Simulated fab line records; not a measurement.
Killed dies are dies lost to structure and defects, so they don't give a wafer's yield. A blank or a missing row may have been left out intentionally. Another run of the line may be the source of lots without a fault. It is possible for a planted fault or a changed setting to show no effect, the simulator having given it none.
fab line records ; flow n5_finfet
[record] lots = 5; wafers = 15; last_day = 15
route steps=1938 shown BEOL_M8@1355
lots untouched by any fault: they come from a run of this same line in which no faults occurred
start_h: start of the lot's first displayed wafer, in hours after the record's first day ; wait_h: hours since the lot's step before ; " same as the row above ; L1.1+2: a row that stands for several wafers ; - no value, or no start was given ; * or withheld: withheld ; < > ~ a bound
route shown NAME@n: names a module that has steps shown in the file, with the first one's number in the route ; usual: average and standard deviation across the fault-free wafers ; same: alike in all rows ; chamber/n: place in a boat ; sites: the reading at each site ; _std_site: standard deviation across them ; _edge_site: inner sites' mean taken away from outer sites' mean ; radius_mm: how far each site lies from the wafer's centre ; mask NAME#n: copy n ; behind: the tool/chamber that last shaped the wafer ; hold: reason for holding the lot/hours on hold/outcome of the hold ; device: transistor that didn't switch, given as n, p or np ; end of line: the route-end tests of the same wafers ; a step with no rows: only its recipe ; killed: not the wafer's yield, but the dies lost to structure and defects at the first sort ; map: a wafer's dies, marking killed ones x, the rest . and places with no die _
set.NAME: setting as actually run; set.NAME@STEP: the setting as run at that earlier step ; model.NAME: the simulator's own value behind a step, which no gauge read
lots at some steps of the route; a table a step, a row a wafer
services: a tool's chamber out of use, with start hour (start_h, from the record's first day; less than 0 if before it), hours out, and reason
[[steps]]
[step N5_BEOL_M8_CD_MEAS_18]
[recipe] pitch_nm = 80; target_cd_nm = 40
[usual] cd_nm = 39.8/0.55
lot.wafer;tool;chamber;start_h;wait_h;cd_nm
L076.1;cd_sem-02;-;223.00;0.1;39.8
L076.4;cd_sem-02;-;223.00;0.1;39.4
L076.6;cd_sem-02;-;223.00;0.1;39.4
L081.2;cd_sem-02;-;231.60;0.1;40.1
L081.3;cd_sem-02;-;231.60;0.1;40.4
L081.4;cd_sem-02;-;231.60;0.1;39.6
L080.1;cd_sem-02;-;232.76;0.0;40.1
L080.2;cd_sem-02;-;232.76;0.0;40.6
L080.6;cd_sem-02;-;232.76;0.0;40.0
L079.2;cd_sem-03;-;234.74;0.1;39.2
L079.5;cd_sem-03;-;234.74;0.1;39.5
L079.6;cd_sem-03;-;234.74;0.1;39.7
L087.1;cd_sem-03;-;280.84;0.0;40.5
L087.2;cd_sem-03;-;280.84;0.0;40.0
L087.3;cd_sem-03;-;280.84;0.0;39.4
[step N5_BEOL_M8_COAT_63]
[recipe] resist = SOC; temp_c = 250; time_s = 60; spin_rpm = 1500; resist_thk_nm = 60
[usual] spin_speed_rpm = 1500.0/0.9
lot.wafer;tool;chamber;start_h;wait_h;spin_speed_rpm
L076.1;litho_track-02;0;223.25;0.3;1501.6
L076.4;litho_track-02;0;223.25;0.3;1501.8
L076.6;litho_track-02;0;223.25;0.3;1500.8
L081.2;litho_track-05;0;232.41;0.8;1501.8
L081.3;litho_track-05;0;232.41;0.8;1500.7
L081.4;litho_track-05;0;232.41;0.8;1499.9
L080.1;litho_track-04;0;233.05;0.3;1500.7
L080.2;litho_track-04;0;233.05;0.3;1500.8
L080.6;litho_track-04;0;233.05;0.3;1500.6
L079.2;litho_track-02;0;236.27;1.5;1500.2
L079.5;litho_track-02;0;236.27;1.5;1500.8
L079.6;litho_track-02;0;236.27;1.5;1500.8
L087.1;litho_track-02;0;281.81;1.0;1499.0
L087.2;litho_track-02;0;281.81;1.0;1501.6
L087.3;litho_track-02;0;281.81;1.0;1500.3
[step N5_BEOL_M8_COAT_64]
[recipe] resist = SiARC; temp_c = 220; time_s = 60; spin_rpm = 1500; resist_thk_nm = 12
[usual] spin_speed_rpm = 1500.0/1
lot.wafer;tool;chamber;start_h;wait_h;spin_speed_rpm
L076.1;litho_track-02;0;-;-;1498.8
L076.4;litho_track-02;0;-;-;1499.4
L076.6;litho_track-02;0;-;-;1499.7
L081.2;litho_track-05;0;-;-;1499.4
L081.3;litho_track-05;0;-;-;1499.4
L081.4;litho_track-05;0;-;-;1500.8
L080.1;litho_track-04;0;-;-;1499.8
L080.2;litho_track-04;0;-;-;1500.9
L080.6;litho_track-04;0;-;-;1499.7
L079.2;litho_track-02;0;-;-;1500.7
L079.5;litho_track-02;0;-;-;1501.1
L079.6;litho_track-02;0;-;-;1499.8
L087.1;litho_track-02;0;-;-;1502.2
L087.2;litho_track-02;0;-;-;1500.3
L087.3;litho_track-02;0;-;-;1500.1
[step N5_BEOL_M8_COAT_71]
[recipe] resist = underlayer; temp_c = 205; time_s = 60; spin_rpm = 1500; resist_thk_nm = 5
[usual] spin_speed_rpm = 1500.0/0.93
lot.wafer;tool;chamber;start_h;wait_h;spin_speed_rpm
L076.1;litho_track-02;0;-;-;1500.8
L076.4;litho_track-02;0;-;-;1499.6
L076.6;litho_track-02;0;-;-;1499.1
L081.2;litho_track-05;0;-;-;1499.4
L081.3;litho_track-05;0;-;-;1501.6
L081.4;litho_track-05;0;-;-;1499.9
L080.1;litho_track-04;0;-;-;1500.2
L080.2;litho_track-04;0;-;-;1499.6
L080.6;litho_track-04;0;-;-;1498.1
L079.2;litho_track-02;0;-;-;1500.4
L079.5;litho_track-02;0;-;-;1499.9
L079.6;litho_track-02;0;-;-;1499.5
L087.1;litho_track-02;0;-;-;1499.0
L087.2;litho_track-02;0;-;-;1499.3
L087.3;litho_track-02;0;-;-;1500.3
[step N5_BEOL_M8_COAT_22]
[recipe] resist = CAR-EUV; spin_rpm = 1500; resist_thk_nm = 30
[usual] spin_speed_rpm = 1500.3/1.1
lot.wafer;tool;chamber;start_h;wait_h;spin_speed_rpm
L076.1;litho_track-02;0;-;-;1500.9
L076.4;litho_track-02;0;-;-;1499.8
L076.6;litho_track-02;0;-;-;1500.5
L081.2;litho_track-05;0;-;-;1500.5
L081.3;litho_track-05;0;-;-;1500.0
L081.4;litho_track-05;0;-;-;1499.9
L080.1;litho_track-04;0;-;-;1501.0
L080.2;litho_track-04;0;-;-;1501.6
L080.6;litho_track-04;0;-;-;1500.4
L079.2;litho_track-02;0;-;-;1500.2
L079.5;litho_track-02;0;-;-;1500.4
L079.6;litho_track-02;0;-;-;1501.1
L087.1;litho_track-02;0;-;-;1499.6
L087.2;litho_track-02;0;-;-;1501.2
L087.3;litho_track-02;0;-;-;1499.8
[step N5_BEOL_M8_EBR_24]
[recipe] solvent = PGMEA; ebr_width_mm = 1.5
lot.wafer;tool;chamber;start_h;wait_h
L076.1+4+6;litho_track-02;0;-;-
L081.2+3+4;litho_track-05;0;-;-
L080.1+2+6;litho_track-04;0;-;-
L079.2+5+6;litho_track-02;0;-;-
L087.1+2+3;litho_track-02;0;-;-
[step N5_BEOL_M8_SOFTBAKE_23]
[recipe] temp_c = 110; time_s = 60; resist = CAR-EUV
lot.wafer;tool;chamber;start_h;wait_h
L076.1+4+6;litho_track-02;0;-;-
L081.2+3+4;litho_track-05;0;-;-
L080.1+2+6;litho_track-04;0;-;-
L079.2+5+6;litho_track-02;0;-;-
L087.1+2+3;litho_track-02;0;-;-
[step N5_BEOL_M8_EXPOSE_25]
[recipe] mask_id = V7; na = 0.33; source_shape = annular; sigma_inner = 0.4; sigma_outer = 0.8; polarization = unpolarized; target_cd_nm = 40; dose_mj = 42.5
lot.wafer;tool;chamber;start_h;wait_h;mask
L076.1+4+6;euv_scanner-02;0;223.39;-;V7#0
L081.2+3+4;euv_scanner-01;0;232.56;-;V7#0
L080.1+2+6;euv_scanner-01;0;233.18;-;V7#0
L079.2+5+6;euv_scanner-01;0;236.42;-;V7#0
L087.1+2+3;euv_scanner-01;0;282.07;-;V7#0
[step N5_BEOL_M8_PEB_26]
[recipe] peb_temp_c = 100; peb_time_s = 60; resist = CAR-EUV
lot.wafer;tool;chamber;start_h;wait_h
L076.1+4+6;litho_track-05;0;223.46;0.1
L081.2+3+4;litho_track-05;0;232.62;0.1
L080.1+2+6;litho_track-02;0;233.25;0.1
L079.2+5+6;litho_track-02;0;236.48;0.1
L087.1+2+3;litho_track-02;0;282.14;0.1
[step N5_BEOL_M8_DEVELOP_27]
[recipe] develop_time_s = 30; developer = TMAH; resist = CAR-EUV; rinse_liquid = surfactant_rinse; dry = air_spin; dev_temp_c = 23
[usual] developer_temp_C = 23.01/0.11
lot.wafer;tool;chamber;start_h;wait_h;developer_temp_C
L076.1;litho_track-05;0;-;-;22.87
L076.4;litho_track-05;0;-;-;22.91
L076.6;litho_track-05;0;-;-;22.91
L081.2;litho_track-05;0;-;-;22.89
L081.3;litho_track-05;0;-;-;22.80
L081.4;litho_track-05;0;-;-;23.01
L080.1;litho_track-02;0;-;-;22.98
L080.2;litho_track-02;0;-;-;22.85
L080.6;litho_track-02;0;-;-;23.13
L079.2;litho_track-02;0;-;-;22.86
L079.5;litho_track-02;0;-;-;22.88
L079.6;litho_track-02;0;-;-;22.88
L087.1;litho_track-02;0;-;-;23.00
L087.2;litho_track-02;0;-;-;22.94
L087.3;litho_track-02;0;-;-;22.97
[step N5_BEOL_M8_CD_MEAS_28]
[recipe] target_cd_nm = 40; landing_energy_ev = 500; detector = se_inlens
[usual] cd_nm = 40.05/0.23
lot.wafer;tool;chamber;start_h;wait_h;cd_nm
L076.1;cd_sem-02;0;223.52;-;40.31
L076.4;cd_sem-02;0;223.52;-;40.01
L076.6;cd_sem-02;0;223.52;-;40.62
L081.2;cd_sem-03;0;232.69;-;40.38
L081.3;cd_sem-03;0;232.69;-;40.33
L081.4;cd_sem-03;0;232.69;-;39.91
L080.1;cd_sem-01;0;233.32;-;40.29
L080.2;cd_sem-01;0;233.32;-;40.28
L080.6;cd_sem-01;0;233.32;-;39.95
L079.2;cd_sem-01;0;236.54;-;40.41
L079.5;cd_sem-01;0;236.54;-;39.96
L079.6;cd_sem-01;0;236.54;-;39.88
L087.1;cd_sem-03;0;282.21;-;40.23
L087.2;cd_sem-03;0;282.21;-;40.05
L087.3;cd_sem-03;0;282.21;-;40.21
[step N5_BEOL_M8_OVL_MEAS_29]
[recipe] points_per_wafer = 522
[usual] V7_OVL = 0.2/0.66
lot.wafer;tool;chamber;start_h;wait_h;V7_OVL[nm]
L076.1;overlay-02;0;223.55;0.0;1.0
L076.4;overlay-02;0;223.55;0.0;0.6
L076.6;overlay-02;0;223.55;0.0;-0.5
L081.2;overlay-02;0;232.72;0.0;-0.2
L081.3;overlay-02;0;232.72;0.0;-0.5
L081.4;overlay-02;0;232.72;0.0;-0.4
L080.1;overlay-01;0;233.35;0.0;0.7
L080.2;overlay-01;0;233.35;0.0;-0.2
L080.6;overlay-01;0;233.35;0.0;0.2
L079.2;overlay-01;0;236.58;0.0;1.0
L079.5;overlay-01;0;236.58;0.0;-0.3
L079.6;overlay-01;0;236.58;0.0;-0.3
L087.1;overlay-02;0;282.24;0.0;0.4
L087.2;overlay-02;0;282.24;0.0;0.2
L087.3;overlay-02;0;282.24;0.0;0.5
[[services]]
tool;chamber;start_h;hours;kind
euv_scanner-02;-;220.40;1.0;pm
euv_scanner-01;-;222.90;1.0;pm
euv_scanner-02;-;229.57;4.6;pm
euv_scanner-02;-;236.91;12.0;pm
euv_scanner-02;-;276.55;1.0;pm
euv_scanner-01;-;279.01;1.0;pm
[[key]]
fault none
